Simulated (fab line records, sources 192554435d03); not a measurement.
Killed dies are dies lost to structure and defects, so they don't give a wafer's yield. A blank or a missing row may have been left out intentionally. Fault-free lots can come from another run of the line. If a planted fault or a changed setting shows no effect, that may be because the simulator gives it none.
8D (eight disciplines) problem report, filled in by code	flow n5Finfet	the parts of the form that need people (team, actions taken, sign-off) are left out

== 1. THE ISSUE ==
N5_BEOL_M11_VIA_ETCH_34, oesProductAu: mean 1.12 a.u. over 1 wafer from 1 lot; wafers with no fault: 0.80 a.u., standard deviation 0.078. That is +4.1 standard deviations from the usual mean.
The step: etches SiCOH lowk in C4F6/O2, target depth 184.5 nm, time 69.2 s.
Seen first at day 14 19:13 on rieDiel-06, wafer L436.1. At this step, 33 wafers from 11 lots have a number in the record. Rule for "out" (also "out of limits"): further than 4 standard deviations from the usual mean. All remaining wafers that have a number are taken as sound.

== 2. WHAT IT IS, WHAT IT ISN'T ==
question	is	is not
which readings at this step	oesProductAu	drypumpMotorCurrentA, rfVppV, showerheadPlenumPTorr, throttleValvePct
which lots	L436	L425, L426, L427, L428, L429, L442, L444, L445, L446, L447
which wafers of those lots	L436.1	L436.4, L436.5
read on which tools	rieDiel-06	rieDiel-02, rieDiel-05
when	from day 14 19:13	up to then (17 sound wafers); but 15 sound wafers of L442, L444, L445, L446, L447 came after

== 3. WHAT RULES OUT EACH SUSPECT ==
Counting: any tool at a process step up to the reading remains a suspect provided it ran every lot that is out. Sound lots after the first of them don't rule it out here, since some wafers of a struck lot are sound.
- rieDiel-02 at N5_BEOL_M11_DESCUM_16 (chemistry O2, time 7.9 s): kept. The lot that is out, L436, ran on it at day 14 18:01; the last sound lot it ran before that was L427, at day 13 07:17.
- rieDiel-06 at N5_BEOL_M11_VIA_ETCH_34 (etches SiCOH lowk in C4F6/O2, target depth 184.5 nm, time 69.2 s): kept. The lot that is out, L436, ran on it at day 14 19:13; the last sound lot it ran before that was L428, at day 13 06:00. On those wafers its own readings are out: oesProductAu.
- Within rieDiel-02 at N5_BEOL_M11_DESCUM_16: the wafers that are out ran in chamber 1; their sound lot-mates ran in chambers 0, 2.
- Within rieDiel-06 at N5_BEOL_M11_VIA_ETCH_34: the wafers that are out ran in chamber 2; their sound lot-mates ran in chambers 0, 3.
Remaining after the count are rieDiel-02 at N5_BEOL_M11_DESCUM_16 and rieDiel-06 at N5_BEOL_M11_VIA_ETCH_34.

== 4. THE CAUSE (what the simulator had put in) ==
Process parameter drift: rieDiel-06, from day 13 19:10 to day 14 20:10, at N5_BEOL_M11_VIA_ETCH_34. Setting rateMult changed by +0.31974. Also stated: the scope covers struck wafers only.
This tool is one of the 2 suspects left after counting.

== 5. THE EFFECT CHAIN, in route order ==
Each row: a reading whose mean over the struck wafers that have a number lies more than 3 standard deviations from the usual. Scope: only readings with a usual standard deviation given in the record; hours: median across lots of the time from each lot's start at the first step in this table that gives one to its start at this step; sigmas: change in usual standard deviations.
hours	step	reading	usual	on struck wafers	change	sigmas
0	N5_BEOL_M11_VIA_ETCH_34	oesProductAu	0.80 a.u.	1.12	+0.32	+4.1
Process steps it contains:
- N5_BEOL_M11_VIA_ETCH_34: etches SiCOH lowk in C4F6/O2, target depth 184.5 nm, time 69.2 s.

== 6. WHAT WOULD HAVE CAUGHT IT SOONER ==
In this record no reading fell out of limits until day 14 19:13, 24 hours after the fault had begun at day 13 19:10.
